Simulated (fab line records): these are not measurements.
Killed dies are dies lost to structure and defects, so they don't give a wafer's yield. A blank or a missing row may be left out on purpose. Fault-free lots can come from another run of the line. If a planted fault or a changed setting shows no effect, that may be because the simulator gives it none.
Which of the tools did it?    flow nand_harc    72 wafers from 24 lots sampled at 6 of the route's 1302 steps

WHAT THE GAUGES READ, wafer by wafer
The record lacks any reading of a measuring or inspecting step that a usual standard deviation could be used to judge.

WHAT TOOL EACH LOT RAN ON (gives the tool, then ch and the chambers of the sampled wafers, and finally the start)
lot   NHARC_A_CONTACT_ETCH_134              NHARC_A_CONTACT_STRIP_26                       NHARC_A_M0_DESCUM_14                NHARC_A_M0_ETCH_34                  NHARC_A_M0_ETCH_15                             NHARC_A_M0_PRE_CLEAN_31
L074  har_cap_etch-01 ch 0,1, day 22 11:59  rie_diel-13 ch 0,1, day 22 21:00 or earlier    rie_diel-07 ch 1,2, day 22 21:00    rie_diel-07 ch 0,3, day 22 21:05    rie_diel-07 ch 0,3, day 22 23:35 or earlier    pecvd-04 ch 1,2, day 22 23:35
L075  har_cap_etch-02 ch 0,1, day 22 23:40  rie_diel-12 ch 0,1,2, day 23 08:40 or earlier  rie_diel-05 ch 0,2,3, day 23 08:40  rie_diel-05 ch 0,2,3, day 23 08:46  rie_diel-05 ch 0,1,2, day 23 11:12 or earlier  pecvd-04 ch 0,2, day 23 11:12
L077  har_cap_etch-02 ch 0,1, day 23 05:19  rie_diel-10 ch 1,2, day 23 14:20 or earlier    rie_diel-02 ch 0,2, day 23 14:20    rie_diel-02 ch 0,2, day 23 14:25    rie_diel-02 ch 0,1,3, day 23 16:55 or earlier  pecvd-04 ch 0,1,2, day 23 16:55
L078  har_cap_etch-01 ch 0,1, day 23 10:53  rie_diel-10 ch 0,1,3, day 23 20:37 or earlier  rie_diel-05 ch 0,1,2, day 23 20:37  rie_diel-05 ch 0,1, day 23 20:43    rie_diel-05 ch 1,3, day 23 23:11 or earlier    pecvd-01 ch 0,1, day 23 23:11
L076  har_cap_etch-03 ch 0, day 23 11:21    rie_diel-10 ch 0,1,2, day 23 21:02 or earlier  rie_diel-02 ch 0,2,3, day 23 21:02  rie_diel-02 ch 0,1,3, day 23 21:10  rie_diel-02 ch 0,1,3, day 23 23:37 or earlier  pecvd-04 ch 0,2, day 23 23:37
L079  har_cap_etch-02 ch 0,1, day 25 03:58  rie_diel-10 ch 0,3, day 25 12:53 or earlier    rie_diel-07 ch 1,2, day 25 12:53    rie_diel-07 ch 0,1, day 25 12:58    rie_diel-07 ch 0,1, day 25 15:32 or earlier    pecvd-04 ch 0,1,2, day 25 15:32
L080  har_cap_etch-01 ch 0, day 25 05:02    rie_diel-13 ch 1,2,3, day 25 14:49 or earlier  rie_diel-07 ch 1,2,3, day 25 14:49  rie_diel-07 ch 0,2,3, day 25 14:53  rie_diel-07 ch 0,1,2, day 25 17:25 or earlier  pecvd-01 ch 0,1,2, day 25 17:25
L082  har_cap_etch-01 ch 0, day 25 12:44    rie_diel-10 ch 0,1,2, day 25 22:20 or earlier  rie_diel-02 ch 0,2,3, day 25 22:20  rie_diel-02 ch 0,1, day 25 22:25    rie_diel-02 ch 0,2, day 26 00:54 or earlier    pecvd-03 ch 1,2, day 26 00:54
L081  har_cap_etch-03 ch 0,1, day 25 14:19  rie_diel-10 ch 0,1, day 25 23:34 or earlier    rie_diel-05 ch 0,1,2, day 25 23:34  rie_diel-05 ch 1,2,3, day 25 23:39  rie_diel-05 ch 1,3, day 26 02:15 or earlier    pecvd-03 ch 0,2, day 26 02:15
L085  har_cap_etch-03 ch 0,1, day 27 01:01  rie_diel-13 ch 0,3, day 27 10:28 or earlier    rie_diel-02 ch 0,3, day 27 10:28    rie_diel-02 ch 0,1, day 27 10:33    rie_diel-02 ch 1,2, day 27 13:02 or earlier    pecvd-03 ch 1,2, day 27 13:02
L083  har_cap_etch-02 ch 0,1, day 27 02:03  rie_diel-13 ch 0,1, day 27 12:20 or earlier    rie_diel-05 ch 1,2, day 27 12:20    rie_diel-05 ch 0,2, day 27 12:27    rie_diel-05 ch 0,1,2, day 27 14:58 or earlier  pecvd-03 ch 1,2, day 27 14:58
L084  har_cap_etch-01 ch 0,1, day 27 04:29  rie_diel-10 ch 0,3, day 27 13:46 or earlier    rie_diel-05 ch 0,1,2, day 27 13:46  rie_diel-05 ch 0,1,2, day 27 13:53  rie_diel-05 ch 0,1,2, day 27 16:26 or earlier  pecvd-03 ch 0,1,2, day 27 16:26
L086  har_cap_etch-02 ch 0,1, day 27 06:26  rie_diel-10 ch 0,2,3, day 27 16:46 or earlier  rie_diel-07 ch 1,3, day 27 16:46    rie_diel-07 ch 0,1, day 27 16:50    rie_diel-07 ch 2,3, day 27 19:31 or earlier    pecvd-03 ch 0,1,2, day 27 19:31
L087  har_cap_etch-03 ch 0,1, day 28 01:48  rie_diel-12 ch 0,1,2, day 28 10:59 or earlier  rie_diel-05 ch 1,2, day 28 10:59    rie_diel-05 ch 0,1,2, day 28 11:06  rie_diel-05 ch 0,1, day 28 13:39 or earlier    pecvd-03 ch 0,1, day 28 13:39
L091  har_cap_etch-03 ch 0,1, day 28 09:21  rie_diel-10 ch 1,2, day 28 19:04 or earlier    rie_diel-07 ch 0,1,2, day 28 19:04  rie_diel-07 ch 2,3, day 28 19:08    rie_diel-07 ch 0,1,3, day 28 21:37 or earlier  pecvd-01 ch 0,2, day 28 21:37
L088  har_cap_etch-02 ch 0,1, day 28 12:28  rie_diel-13 ch 1,2,3, day 28 21:32 or earlier  rie_diel-07 ch 0,3, day 28 21:32    rie_diel-07 ch 0,2,3, day 28 21:38  rie_diel-07 ch 1,2,3, day 29 00:07 or earlier  pecvd-03 ch 0,1,2, day 29 00:07
L090  har_cap_etch-03 ch 0,1, day 28 18:21  rie_diel-13 ch 0,2, day 29 04:53 or earlier    rie_diel-05 ch 1,2, day 29 04:53    rie_diel-05 ch 0,3, day 29 04:59    rie_diel-05 ch 0,1, day 29 07:27 or earlier    pecvd-04 ch 0,1, day 29 07:27
L089  har_cap_etch-03 ch 0,1, day 29 04:28  rie_diel-10 ch 0,2,3, day 29 14:01 or earlier  rie_diel-05 ch 2,3, day 29 14:01    rie_diel-05 ch 2,3, day 29 14:07    rie_diel-05 ch 0,1,2, day 29 16:36 or earlier  pecvd-04 ch 0,1,2, day 29 16:36
L092  har_cap_etch-02 ch 0,1, day 29 10:23  rie_diel-13 ch 1,2, day 29 20:29 or earlier    rie_diel-07 ch 0,3, day 29 20:29    rie_diel-07 ch 0,3, day 29 20:34    rie_diel-07 ch 1,2,3, day 29 23:09 or earlier  pecvd-01 ch 0,2, day 29 23:09
L093  har_cap_etch-01 ch 0,1, day 30 16:55  rie_diel-10 ch 0,3, day 31 02:29 or earlier    rie_diel-05 ch 0,1,2, day 31 02:29  rie_diel-05 ch 1,2,3, day 31 02:34  rie_diel-05 ch 0,2,3, day 31 05:01 or earlier  pecvd-01 ch 0,2, day 31 05:01
L094  har_cap_etch-02 ch 0,1, day 31 01:56  rie_diel-10 ch 0,2,3, day 31 11:09 or earlier  rie_diel-05 ch 1,3, day 31 11:09    rie_diel-05 ch 0,2,3, day 31 11:15  rie_diel-05 ch 1,3, day 31 13:43 or earlier    pecvd-01 ch 0,2, day 31 13:43
L096  har_cap_etch-01 ch 0,1, day 31 05:53  rie_diel-10 ch 0,1, day 31 16:20 or earlier    rie_diel-05 ch 1,2,3, day 31 16:20  rie_diel-05 ch 0,2, day 31 16:23    rie_diel-05 ch 0,1,2, day 31 18:52 or earlier  pecvd-01 ch 2, day 31 18:52
L095  har_cap_etch-02 ch 0,1, day 31 06:05  rie_diel-10 ch 0,1,3, day 31 17:40 or earlier  rie_diel-07 ch 0,3, day 31 17:40    rie_diel-07 ch 0,2,3, day 31 17:46  rie_diel-07 ch 1,2,3, day 31 20:26 or earlier  pecvd-04 ch 0,1,2, day 31 20:26
L097  har_cap_etch-03 ch 0,1, day 31 11:43  rie_diel-13 ch 0,2,3, day 31 21:02 or earlier  rie_diel-05 ch 1,2, day 31 21:02    rie_diel-05 ch 0,1,3, day 31 21:08  rie_diel-05 ch 0,1,3, day 31 23:35 or earlier  pecvd-01 ch 0,2, day 31 23:35
- NHARC_A_CONTACT_ETCH_134: etches the open film in C4F8/O2/Ar, time 140 s, target depth 700 nm.
- NHARC_A_CONTACT_STRIP_26: strips in O2.
- NHARC_A_M0_DESCUM_14: chemistry O2, time 3 s.
- NHARC_A_M0_ETCH_34: etches the open film in N2/H2, target depth 40 nm, overetch 12 nm, time 43.94 s.
- NHARC_A_M0_ETCH_15: etches the open film in C4F8/Ar, target depth 150 nm, overetch 15 nm, time 82.5 s.
- NHARC_A_M0_PRE_CLEAN_31: time 12 s.

WHAT THE TOOLS THEMSELVES READ (means of the sampled wafers that have a number; where no wafer has one, the mark that the record gives instead)
NHARC_A_CONTACT_STRIP_26.
lot   tool         drypump_motor_current_A (A)  o2_flow_sccm (sccm)  oes_product_au (a.u.)  rf_vpp_V (V)  showerhead_plenum_p_Torr (Torr)  throttle_valve_pct (%)
L074  rie_diel-13  6.13                         500.1                1.001                  57.4          3.45                             17.032
L075  rie_diel-12  6.24                         500.3                0.997                  57.1          3.55                             17.030
L077  rie_diel-10  6.06                         501.7                1.007                  57.5          3.48                             17.037
L078  rie_diel-10  5.89                         499.3                1.006                  58.4          3.50                             17.042
L076  rie_diel-10  6.03                         500.0                1.004                  57.9          3.51                             17.038
L079  rie_diel-10  6.06                         502.2                0.995                  57.4          3.54                             17.037
L080  rie_diel-13  6.36                         500.6                1.004                  57.6          3.56                             17.042
L082  rie_diel-10  6.05                         500.7                1.003                  57.6          3.51                             17.039
L081  rie_diel-10  5.99                         501.9                1.004                  57.6          3.55                             17.033
L085  rie_diel-13  6.40                         500.0                1.001                  57.0          3.40                             17.033
L083  rie_diel-13  6.13                         500.1                0.995                  57.7          3.60                             17.043
L084  rie_diel-10  6.06                         501.2                1.006                  58.2          3.54                             17.040
L086  rie_diel-10  6.09                         500.8                0.996                  57.0          3.50                             17.039
L087  rie_diel-12  6.26                         498.6                0.990                  58.2          3.53                             17.028
L091  rie_diel-10  5.89                         499.6                1.006                  57.4          3.46                             17.033
L088  rie_diel-13  6.34                         499.3                0.998                  57.8          3.54                             17.033
L090  rie_diel-13  5.98                         498.0                0.996                  58.6          3.50                             17.041
L089  rie_diel-10  6.08                         499.3                0.992                  58.0          3.50                             17.029
L092  rie_diel-13  6.27                         501.1                1.000                  58.3          3.69                             17.038
L093  rie_diel-10  5.94                         499.9                1.000                  57.9          3.48                             17.043
L094  rie_diel-10  6.09                         500.2                1.000                  57.3          3.49                             17.031
L096  rie_diel-10  6.01                         500.8                0.999                  57.9          3.54                             17.039
L095  rie_diel-10  5.89                         499.3                0.994                  58.2          3.48                             17.045
L097  rie_diel-13  6.20                         500.7                0.994                  58.4          3.44                             17.039

NHARC_A_M0_DESCUM_14.
lot   tool         drypump_motor_current_A (A)  o2_flow_sccm (sccm)  oes_product_au (a.u.)  rf_vpp_V (V)  showerhead_plenum_p_Torr (Torr)  throttle_valve_pct (%)
L074  rie_diel-07  5.8                          200.1                0.994                  57.4          1.92                             11.315
L075  rie_diel-05  5.7                          199.9                0.992                  57.8          1.89                             11.313
L077  rie_diel-02  6.0                          199.5                0.997                  58.3          1.99                             11.313
L078  rie_diel-05  5.4                          200.0                1.000                  57.0          1.89                             11.314
L076  rie_diel-02  6.0                          200.5                0.999                  57.9          1.99                             11.308
L079  rie_diel-07  5.8                          200.6                0.993                  57.9          1.92                             11.308
L080  rie_diel-07  6.0                          199.9                0.987                  58.2          1.92                             11.307
L082  rie_diel-02  6.0                          199.8                0.998                  58.4          1.99                             11.302
L081  rie_diel-05  5.4                          200.1                0.994                  57.2          1.89                             11.308
L085  rie_diel-02  5.8                          200.6                0.994                  58.4          2.01                             11.316
L083  rie_diel-05  5.6                          200.4                1.008                  57.5          1.93                             11.310
L084  rie_diel-05  5.4                          199.9                1.004                  58.2          1.89                             11.317
L086  rie_diel-07  6.3                          200.2                0.995                  57.5          1.87                             11.316
L087  rie_diel-05  5.7                          200.8                1.007                  58.1          1.89                             11.309
L091  rie_diel-07  5.5                          199.9                1.000                  58.2          1.94                             11.305
L088  rie_diel-07  5.8                          200.0                1.003                  58.0          2.00                             11.309
L090  rie_diel-05  5.6                          200.3                0.993                  57.9          1.92                             11.309
L089  rie_diel-05  6.3                          199.2                1.003                  57.0          1.89                             11.314
L092  rie_diel-07  5.8                          200.3                1.003                  58.4          2.00                             11.308
L093  rie_diel-05  5.4                          200.1                0.997                  58.9          1.88                             11.314
L094  rie_diel-05  6.0                          200.2                0.998                  58.3          1.85                             11.320
L096  rie_diel-05  6.0                          200.0                0.999                  57.2          1.89                             11.312
L095  rie_diel-07  5.8                          199.5                1.009                  57.9          2.00                             11.307
L097  rie_diel-05  5.7                          200.0                1.008                  57.5          1.89                             11.314

NHARC_A_M0_ETCH_34.
lot   tool         drypump_motor_current_A (A)  oes_product_au (a.u.)  rf_vpp_V (V)  showerhead_plenum_p_Torr (Torr)  throttle_valve_pct (%)
L074  rie_diel-07  5.2                          0.995                  433.7         2.17                             14.167
L075  rie_diel-05  5.7                          0.996                  429.4         2.01                             14.174
L077  rie_diel-02  6.3                          1.003                  432.1         2.09                             14.177
L078  rie_diel-05  5.1                          0.991                  429.3         1.96                             14.164
L076  rie_diel-02  5.7                          1.000                  431.6         2.09                             14.159
L079  rie_diel-07  5.2                          0.997                  431.9         2.11                             14.173
L080  rie_diel-07  5.5                          0.999                  432.8         2.13                             14.176
L082  rie_diel-02  5.6                          1.001                  431.8         2.09                             14.175
L081  rie_diel-05  6.0                          0.995                  429.4         2.02                             14.167
L085  rie_diel-02  5.6                          1.003                  431.6         2.09                             14.173
L083  rie_diel-05  5.3                          1.006                  431.6         2.05                             14.171
L084  rie_diel-05  5.4                          0.997                  429.6         2.01                             14.168
L086  rie_diel-07  5.8                          0.992                  429.9         2.02                             14.166
L087  rie_diel-05  5.4                          1.005                  430.4         2.01                             14.166
L091  rie_diel-07  6.1                          0.998                  432.4         2.11                             14.162
L088  rie_diel-07  5.5                          0.997                  432.7         2.13                             14.176
L090  rie_diel-05  6.0                          0.995                  429.2         1.97                             14.154
L089  rie_diel-05  6.3                          0.993                  429.4         2.02                             14.175
L092  rie_diel-07  5.8                          1.003                  432.9         2.14                             14.168
L093  rie_diel-05  5.9                          1.004                  429.6         2.01                             14.164
L094  rie_diel-05  5.7                          0.992                  430.3         2.01                             14.178
L096  rie_diel-05  5.1                          1.002                  429.4         2.00                             14.171
L095  rie_diel-07  5.5                          0.999                  432.9         2.13                             14.172
L097  rie_diel-05  5.7                          1.005                  428.6         1.97                             14.175

NHARC_A_M0_ETCH_15.
lot   tool         oes_product_au (a.u.)  rf_vpp_V (V)
L074  rie_diel-07  0.981                  444.9
L075  rie_diel-05  0.976                  439.4
L077  rie_diel-02  0.924                  441.1
L078  rie_diel-05  0.925                  438.4
L076  rie_diel-02  0.950                  442.6
L079  rie_diel-07  0.919                  439.4
L080  rie_diel-07  0.929                  441.8
L082  rie_diel-02  0.962                  441.1
L081  rie_diel-05  0.971                  439.0
L085  rie_diel-02  0.980                  440.6
L083  rie_diel-05  0.965                  439.7
L084  rie_diel-05  0.961                  440.5
L086  rie_diel-07  0.920                  442.3
L087  rie_diel-05  0.961                  438.0
L091  rie_diel-07  0.978                  441.7
L088  rie_diel-07  0.974                  441.2
L090  rie_diel-05  0.928                  438.8
L089  rie_diel-05  0.922                  440.8
L092  rie_diel-07  0.972                  441.8
L093  rie_diel-05  0.939                  439.7
L094  rie_diel-05  0.925                  439.8
L096  rie_diel-05  0.925                  440.0
L095  rie_diel-07  0.976                  441.0
L097  rie_diel-05  0.956                  439.8

NHARC_A_M0_PRE_CLEAN_31.
lot   tool      heater_power_w (W)  susceptor_temp_C (C)
L074  pecvd-04  617                 369.97
L075  pecvd-04  589                 369.66
L077  pecvd-04  580                 369.94
L078  pecvd-01  732                 369.94
L076  pecvd-04  646                 369.93
L079  pecvd-04  536                 369.80
L080  pecvd-01  679                 370.18
L082  pecvd-03  634                 369.90
L081  pecvd-03  714                 369.87
L085  pecvd-03  657                 369.86
L083  pecvd-03  609                 370.07
L084  pecvd-03  672                 369.91
L086  pecvd-03  670                 370.03
L087  pecvd-03  682                 369.92
L091  pecvd-01  700                 369.95
L088  pecvd-03  618                 369.91
L090  pecvd-04  472                 369.85
L089  pecvd-04  579                 369.91
L092  pecvd-01  672                 369.97
L093  pecvd-01  717                 369.76
L094  pecvd-01  633                 370.18
L096  pecvd-01  524                 370.14
L095  pecvd-04  520                 369.97
L097  pecvd-01  631                 369.90

THE ANSWER, worked out from the rows above alone
Rule: what is usual is taken from the lots themselves. The widest of any qualifying gaps counts: lots, ordered by their means at a reading, are off when they make up no more than a third of the lots, leave a main group of 4 or more, and stand apart from it by 3 or more times the standard deviation of that group's means. Not used: any main group whose means are identical at the precision the tables above print for the reading. A lot without any number at a reading at which 4 lots or more have one is off too. All remaining lots with rows at the step are treated as sound. Order of review: gauges by route order, followed by the tools' own readings, for which a lot's mean as printed above is used. The first step at which some lot is off is used, and at that step the reading that is off furthest; a lot without a number counts as furthest.
No lot is off at any reading shown: from this, nothing can be told.

WHAT THE SIMULATOR HAD PUT IN
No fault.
